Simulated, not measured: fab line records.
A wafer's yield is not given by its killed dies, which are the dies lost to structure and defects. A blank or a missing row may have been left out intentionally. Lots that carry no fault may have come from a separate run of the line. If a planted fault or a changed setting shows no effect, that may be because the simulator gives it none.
The tool behind it: which one? -- flow nand_harc -- 7 lots, 19 wafers sampled, at 1 step of a route of 1302

WHAT THE GAUGES READ, wafer by wafer
NHARC_A_BLC_INSPECT_12.
lot,measured,on,raw_defect_count
L609,day 22 05:31,defect_inspect-01,15 25 23
L618,day 25 22:24,defect_inspect-02,111
L621,day 27 06:04,defect_inspect-01,83 74 81
L623,day 27 23:43,defect_inspect-01,127 113 111
L625,day 28 19:53,defect_inspect-01,73 81 76
L627,day 30 02:05,defect_inspect-01,86 80 77
L629,day 31 07:44,defect_inspect-01,55 57 47

WHAT TOOL EACH LOT RAN ON (gives the tool, then ch and the chambers of the sampled wafers, and finally the start)
The record holds no process step before these readings.

THE ANSWER, worked out from the rows above alone
Rule: the usual values come from the lots themselves. The widest of any qualifying gaps counts: lots, ordered by their means at a reading, are off when they make up no more than a third of the lots, leave a main group of 4 or more, and stand apart from it by 3 or more times the standard deviation of that group's means. The tables above print the reading to a certain number of digits; a main group whose means all agree to those digits is not used. Also off: a lot with no number at a reading for which 4 or more lots have one. Where the step has rows for the other lots, those lots are counted as sound.
No lot is off at any reading shown: from this, nothing can be told.

WHAT THE SIMULATOR PUT IN
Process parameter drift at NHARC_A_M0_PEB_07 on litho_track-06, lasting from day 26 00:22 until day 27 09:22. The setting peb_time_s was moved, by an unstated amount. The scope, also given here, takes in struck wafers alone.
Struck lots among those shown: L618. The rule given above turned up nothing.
